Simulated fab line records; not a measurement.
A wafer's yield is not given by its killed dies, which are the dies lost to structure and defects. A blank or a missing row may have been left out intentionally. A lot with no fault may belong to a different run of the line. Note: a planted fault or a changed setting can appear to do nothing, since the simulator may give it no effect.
A struck lot beside a sound one -- flow n5-finfet -- 36 steps out of a route of 1938
Sound: these wafers, L959.1, L959.4, L959.5. Struck: wafers L947.2, L947.4, L947.5. The cause is given at the end.
Per side, at each step with rows, come the tool, then ch with its chambers, and then its first start. Under that, the readings that differ: sound wafers -- struck wafers -- difference of the means -- sigmas: that difference in standard deviations of wafers without a fault.
alike: a reading whose means differ by less than 2 such deviations, as well as words and numbers matching on both sides. not compared: withheld readings; readings where some wafer has no value; bounds like >300 that might hide an equal value; numbers whose values overlap and for which the record gives no deviation.
Wherever a step has rows on one side only, a row that says differs or no value, or a row with sigmas, the two part there. Non-overlapping numbers with no deviation appear without sigmas and do not part them. A reading missing from all wafers of one side parts the sides only when that side holds two or more wafers.

first, 9 steps without rows for these wafers: N5_BEOL_M4_ANNEAL_95 (time 240 s); N5_BEOL_M4_SPUTTER_96 (material Cu, target thk 4.5 nm, time 8.29 s); N5_BEOL_M4_ECD_50 (material Cu, target thk 300 nm); N5_BEOL_M4_ANNEAL_51 (time 90 s); N5_BEOL_M4_CMP_52 (polishes, stops on SiOC, t overpolish 6.8 s, target thk 40 nm); N5_BEOL_M4_PRE_CLEAN_60 (time 15 s); N5_BEOL_M4_CO_CAP_55 (material Co, precursor CCTBA/H2, target thk 2 nm, time 102.1 s); N5_BEOL_M4_PRE_CLEAN_56 (time 15 s); N5_BEOL_M4_DEP_57 (deposits SiCN from 3MS/NH3, target thk 8 nm, time 14 s).
N5_BEOL_M4_RC_MEAS_101:
  sound on prober-02 ch 0, day 12 01:07; struck on prober-02 ch 0, day 9 03:31
reading,sound,struck,difference,sigmas
SS_P (mV/dec),74.4 74.1 73.1,71.9 72.2 71.9,-1.9,-3
  alike: DIBL_N, DIBL_P, IOFF_N, IOFF_P, ION_N, ION_P, SS_N, VT_N, VT_P
then, 24 steps without rows for these wafers: N5_BEOL_M5_ILD_DEP_00 (deposits SiCOH lowk from DEMS/porogen, target thk 140.64 nm, time 25.9 s); N5_BEOL_M5_CURE_79 (cures SiCOH lowk, time 240 s); N5_BEOL_M5_PECVD_70 (deposits SiO2 from TEOS/O2, target thk 16 nm, time 18 s); N5_BEOL_M5_HM_DEP_02 (deposits TiN, target thk 20 nm); N5_BEOL_M5_COAT_59 (time 60 s, resist thk 60 nm); N5_BEOL_M5_COAT_60 (time 60 s, resist thk 12 nm); N5_BEOL_M5_COAT_71 (time 60 s, resist thk 5 nm); N5_BEOL_M5_COAT_05 (resist thk 30 nm); N5_BEOL_M5_EBR_07; N5_BEOL_M5_SOFTBAKE_06 (time 60 s); N5_BEOL_M5_EXPOSE_08 (exposes mask M5, target cd 28 nm); N5_BEOL_M5_PEB_09 (peb time 60 s); N5_BEOL_M5_DEVELOP_10 (develop time 30 s); N5_BEOL_M5_DESCUM_16 (chemistry O2, time 7 s); N5_BEOL_M5_ETCH_72 (etches underlayer in N2/H2, target depth 6.5 nm, time 5.2 s); N5_BEOL_M5_ETCH_61 (etches SiARC in CF4, target depth 15.6 nm, time 26 s); N5_BEOL_M5_ETCH_62 (etches SOC in N2/H2, target depth 75 nm, overetch 15 nm, time 112.5 s); N5_BEOL_M5_STRIP_63 (strips in N2/H2); N5_BEOL_M5_STRIP_73 (strips in N2/H2); N5_BEOL_M5_STRIP_64 (strips in CF4); N5_BEOL_M5_HM_OPEN_17 (chemistry Cl2/BCl3, target TiN, target depth 20 nm, overetch 6 nm); N5_BEOL_M5_STRIP_19 (strips in O2); N5_BEOL_M5_COAT_65 (time 60 s, resist thk 60 nm); N5_BEOL_M5_COAT_66 (time 60 s, resist thk 12 nm).
N5_BEOL_M10_PECVD_70: deposits SiO2 from TEOS/O2, target thk 20 nm, time 22.7 s.
  sound on pecvd-01 ch 1,2, day 14 03:07; struck on pecvd-01 ch 1,2, day 10 20:16
  no value came back on the struck wafers for any of 6 readings (chamber-pressure-Torr (Torr), heater-power-outer-w (W) and others); on the sound wafers chamber-pressure-Torr (Torr) reads 5.488 5.501 5.497
-- the record jumps here: 2 days lie between the struck wafers' starts before and after (it left off in module BEOL_M10 and takes up again in module PASSIVATION, whose first step shown is number 1936 of the route) --
N5_PASSIVATION_PROBE_49:
  sound on prober-02, day 16 20:52; struck on prober-01, day 13 01:50
reading,sound,struck,difference,sigmas
defect-limited-yield (%),89.9 90.9 91.7,62.9 64.8 62.5,-27.4,-18
killed_at_M4_up,24 16 10,366 326 364,+335,+61
killed-dies,119 107 98,438 415 442,+324,+18
killed-on-rim,16 9 18,118 113 29,+72,+18
sort_bin_5_function (%),6.2 5.1 5.1,33.8 31.5 33.3,+27.4,+27
sort-n-pass,1061 1073 1082,742 765 738,-324,-18
sort-yield-pct (%),89.9 90.9 91.7,62.9 64.8 62.5,-27.4,-18
  alike: killed_at_M0_to_M3, killed-at-contacts, killed-at-front-end, killed-at-other, killed-open, killed-short, sort_bin_6_memory

## WHERE THEY PART
First at N5_BEOL_M4_RC_MEAS_101; last, within this record, at N5_PASSIVATION_PROBE_49.

WHY: what had been put in by the simulator
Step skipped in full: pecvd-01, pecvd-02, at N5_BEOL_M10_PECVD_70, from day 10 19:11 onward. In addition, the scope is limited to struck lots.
